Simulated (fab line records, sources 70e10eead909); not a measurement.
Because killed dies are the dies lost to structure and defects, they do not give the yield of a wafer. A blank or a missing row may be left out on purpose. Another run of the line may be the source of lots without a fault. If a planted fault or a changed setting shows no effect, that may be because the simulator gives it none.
Chamber matching    flow nandHarc    NHARC_A_ZERO_WELL_ETCH_19 on rieDiel-06 has 4 sister chambers
The step etches the open film in N2/H2, target depth 80 nm, overetch 24 nm, time 87.88 s. 8 wafers are shown with their chamber, then 7 later ones without.

== EACH WAFER AND ITS CHAMBER ==
wafer   chamber  drypumpMotorCurrentA (A)  rfVppV (V)
L449.4  2        5.6                       428
L452.2  0        5.6                       428
L452.4  1        5.1                       430
L452.6  2        5.7                       425
L453.4  1        5.1                       430
L453.5  3        5.6                       435
L456.3  3        5.5                       436
L456.4  0        5.6                       426

== WAFERS WITH NO CHAMBER GIVEN ==
wafer   drypumpMotorCurrentA (A)  rfVppV (V)
L456.5  5.6                       427
L460.1  5.6                       427
L460.2  5.6                       426
L460.5  5.6                       428
L467.1  5.6                       426
L467.4  5.5                       433
L467.5  5.1                       431

== EACH ONE'S CHAMBER ==
wafer   from the rows above      in truth
L456.5  can't be placed: 0 or 2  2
L460.1  can't be placed: 0 or 2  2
L460.2  can't be placed: 0 or 2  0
L460.5  can't be placed: 0 or 2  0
L467.1  can't be placed: 0 or 2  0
L467.4  3                        3
L467.5  1                        1
Correctly placed: 2 of 7. From these rows, 5 cannot be placed; in 5 the true chamber is one of the candidates. 0 placed wrongly.
How it was worked out, from the rows above alone: a wafer's distance from a chamber is the root of the sum, over the readings, of the square of ((its reading less the chamber's mean) divided by the reading's scatter). If the next closest chamber is less than 2 further off than the closest, the wafer can't be placed; otherwise it belongs to the closest. Each chamber's mean is taken over the wafers shown for it. The scatter: take each reading less its chamber's mean, square it, sum over the shown wafers, divide by the number of wafers less the number of chambers, and take the root.
